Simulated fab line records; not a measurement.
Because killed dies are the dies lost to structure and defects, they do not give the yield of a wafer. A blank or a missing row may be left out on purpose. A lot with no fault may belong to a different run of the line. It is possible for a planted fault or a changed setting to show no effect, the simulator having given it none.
Chamber matching || flow n5Finfet || N5_BEOL_M10_DESCUM_33 on rieDiel-01 has 4 sister chambers
The step chemistry O2, time 7.9 s. 24 wafers are shown with their chamber, then 12 later ones without.

## EACH WAFER AND ITS CHAMBER
{"wafer": "L074.2", "chamber": 0, "throttleValvePct (%)": 20.40, "drypumpMotorCurrentA (A)": 5.7, "oesProductAu (a.u.)": 0.70}
{"wafer": "L074.5", "chamber": 1, "throttleValvePct (%)": 19.86, "drypumpMotorCurrentA (A)": 5.8, "oesProductAu (a.u.)": 0.83}
{"wafer": "L074.6", "chamber": 0, "throttleValvePct (%)": 20.40, "drypumpMotorCurrentA (A)": 5.8, "oesProductAu (a.u.)": 0.70}
{"wafer": "L078.1", "chamber": 1, "throttleValvePct (%)": 19.86, "drypumpMotorCurrentA (A)": 5.8, "oesProductAu (a.u.)": 0.81}
{"wafer": "L078.2", "chamber": 2, "throttleValvePct (%)": 20.17, "drypumpMotorCurrentA (A)": 5.9, "oesProductAu (a.u.)": 0.89}
{"wafer": "L078.3", "chamber": 0, "throttleValvePct (%)": 20.38, "drypumpMotorCurrentA (A)": 5.8, "oesProductAu (a.u.)": 0.70}
{"wafer": "L079.2", "chamber": 1, "throttleValvePct (%)": 19.88, "drypumpMotorCurrentA (A)": 5.8, "oesProductAu (a.u.)": 0.82}
{"wafer": "L079.4", "chamber": 3, "throttleValvePct (%)": 20.51, "drypumpMotorCurrentA (A)": 5.3, "oesProductAu (a.u.)": 0.68}
{"wafer": "L079.6", "chamber": 3, "throttleValvePct (%)": 20.51, "drypumpMotorCurrentA (A)": 5.3, "oesProductAu (a.u.)": 0.67}
{"wafer": "L082.1", "chamber": 0, "throttleValvePct (%)": 20.39, "drypumpMotorCurrentA (A)": 5.7, "oesProductAu (a.u.)": 0.70}
{"wafer": "L082.4", "chamber": 3, "throttleValvePct (%)": 20.51, "drypumpMotorCurrentA (A)": 5.4, "oesProductAu (a.u.)": 0.68}
{"wafer": "L082.5", "chamber": 0, "throttleValvePct (%)": 20.40, "drypumpMotorCurrentA (A)": 5.7, "oesProductAu (a.u.)": 0.69}
{"wafer": "L081.1", "chamber": 1, "throttleValvePct (%)": 19.90, "drypumpMotorCurrentA (A)": 5.7, "oesProductAu (a.u.)": 0.82}
{"wafer": "L081.4", "chamber": 2, "throttleValvePct (%)": 20.18, "drypumpMotorCurrentA (A)": 5.9, "oesProductAu (a.u.)": 0.88}
{"wafer": "L081.5", "chamber": 1, "throttleValvePct (%)": 19.89, "drypumpMotorCurrentA (A)": 5.8, "oesProductAu (a.u.)": 0.81}
{"wafer": "L084.1", "chamber": 1, "throttleValvePct (%)": 19.88, "drypumpMotorCurrentA (A)": 5.7, "oesProductAu (a.u.)": 0.80}
{"wafer": "L084.2", "chamber": 3, "throttleValvePct (%)": 20.51, "drypumpMotorCurrentA (A)": 5.3, "oesProductAu (a.u.)": 0.67}
{"wafer": "L084.5", "chamber": 2, "throttleValvePct (%)": 20.17, "drypumpMotorCurrentA (A)": 5.9, "oesProductAu (a.u.)": 0.88}
{"wafer": "L087.1", "chamber": 2, "throttleValvePct (%)": 20.20, "drypumpMotorCurrentA (A)": 5.9, "oesProductAu (a.u.)": 0.86}
{"wafer": "L087.4", "chamber": 3, "throttleValvePct (%)": 20.53, "drypumpMotorCurrentA (A)": 5.4, "oesProductAu (a.u.)": 0.66}
{"wafer": "L087.6", "chamber": 1, "throttleValvePct (%)": 19.89, "drypumpMotorCurrentA (A)": 5.7, "oesProductAu (a.u.)": 0.79}
{"wafer": "L086.3", "chamber": 0, "throttleValvePct (%)": 20.13, "drypumpMotorCurrentA (A)": 5.7, "oesProductAu (a.u.)": 0.99}
{"wafer": "L086.4", "chamber": 1, "throttleValvePct (%)": 19.88, "drypumpMotorCurrentA (A)": 5.7, "oesProductAu (a.u.)": 0.79}
{"wafer": "L086.6", "chamber": 1, "throttleValvePct (%)": 19.90, "drypumpMotorCurrentA (A)": 5.7, "oesProductAu (a.u.)": 0.79}

SIGNATURES, as means of the wafers listed above
{"reading": "throttleValvePct", "chamber 0": 20.3500, "chamber 1": 19.8822, "chamber 2": 20.1800, "chamber 3": 20.5140, "scatter within a chamber": 0.0553}
{"reading": "drypumpMotorCurrentA", "chamber 0": 5.733, "chamber 1": 5.744, "chamber 2": 5.900, "chamber 3": 5.340, "scatter within a chamber": 0.0488}
{"reading": "oesProductAu", "chamber 0": 0.7467, "chamber 1": 0.8067, "chamber 2": 0.8775, "chamber 3": 0.6720, "scatter within a chamber": 0.0607}
Rule: distance of a wafer from a chamber = root of the sum over the readings of ((wafer's reading minus chamber's mean) / reading's scatter) squared. If the next closest chamber is less than 2 further off than the closest, the wafer can't be placed; otherwise it belongs to the closest. The scatter: take each reading less its chamber's mean, square it, sum over the shown wafers, divide by the number of wafers less the number of chambers, and take the root.

## WAFERS WITH NO CHAMBER GIVEN
{"wafer": "L088.1", "throttleValvePct (%)": 20.21, "drypumpMotorCurrentA (A)": 5.9, "oesProductAu (a.u.)": 0.86}
{"wafer": "L088.4", "throttleValvePct (%)": 19.89, "drypumpMotorCurrentA (A)": 5.8, "oesProductAu (a.u.)": 0.79}
{"wafer": "L088.5", "throttleValvePct (%)": 19.91, "drypumpMotorCurrentA (A)": 5.8, "oesProductAu (a.u.)": 0.80}
{"wafer": "L095.1", "throttleValvePct (%)": 20.55, "drypumpMotorCurrentA (A)": 5.3, "oesProductAu (a.u.)": 0.66}
{"wafer": "L095.3", "throttleValvePct (%)": 20.22, "drypumpMotorCurrentA (A)": 5.9, "oesProductAu (a.u.)": 0.85}
{"wafer": "L095.6", "throttleValvePct (%)": 20.14, "drypumpMotorCurrentA (A)": 5.8, "oesProductAu (a.u.)": 0.92}
{"wafer": "L094.1", "throttleValvePct (%)": 20.58, "drypumpMotorCurrentA (A)": 5.3, "oesProductAu (a.u.)": 0.65}
{"wafer": "L094.4", "throttleValvePct (%)": 20.14, "drypumpMotorCurrentA (A)": 5.8, "oesProductAu (a.u.)": 0.91}
{"wafer": "L094.5", "throttleValvePct (%)": 20.16, "drypumpMotorCurrentA (A)": 5.8, "oesProductAu (a.u.)": 0.91}
{"wafer": "L097.1", "throttleValvePct (%)": 19.92, "drypumpMotorCurrentA (A)": 5.7, "oesProductAu (a.u.)": 0.78}
{"wafer": "L097.2", "throttleValvePct (%)": 20.18, "drypumpMotorCurrentA (A)": 5.7, "oesProductAu (a.u.)": 0.90}
{"wafer": "L097.3", "throttleValvePct (%)": 20.24, "drypumpMotorCurrentA (A)": 5.9, "oesProductAu (a.u.)": 0.83}

## EACH ONE'S CHAMBER
{"wafer": "L088.1", "from the rows above": 2, "in truth": 2}
{"wafer": "L088.4", "from the rows above": 1, "in truth": 1}
{"wafer": "L088.5", "from the rows above": 1, "in truth": 1}
{"wafer": "L095.1", "from the rows above": 3, "in truth": 3}
{"wafer": "L095.3", "from the rows above": 2, "in truth": 2}
{"wafer": "L095.6", "from the rows above": 2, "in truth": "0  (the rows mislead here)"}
{"wafer": "L094.1", "from the rows above": 3, "in truth": 3}
{"wafer": "L094.4", "from the rows above": 2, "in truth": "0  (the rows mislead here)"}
{"wafer": "L094.5", "from the rows above": 2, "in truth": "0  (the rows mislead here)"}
{"wafer": "L097.1", "from the rows above": 1, "in truth": 1}
{"wafer": "L097.2", "from the rows above": "can't be placed: 0 or 2 or 1", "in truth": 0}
{"wafer": "L097.3", "from the rows above": 2, "in truth": 2}
8 of 12 placed correctly. Can't be placed from these rows: 1 (the true chamber is among the candidates in 1). Number placed wrongly: 3.
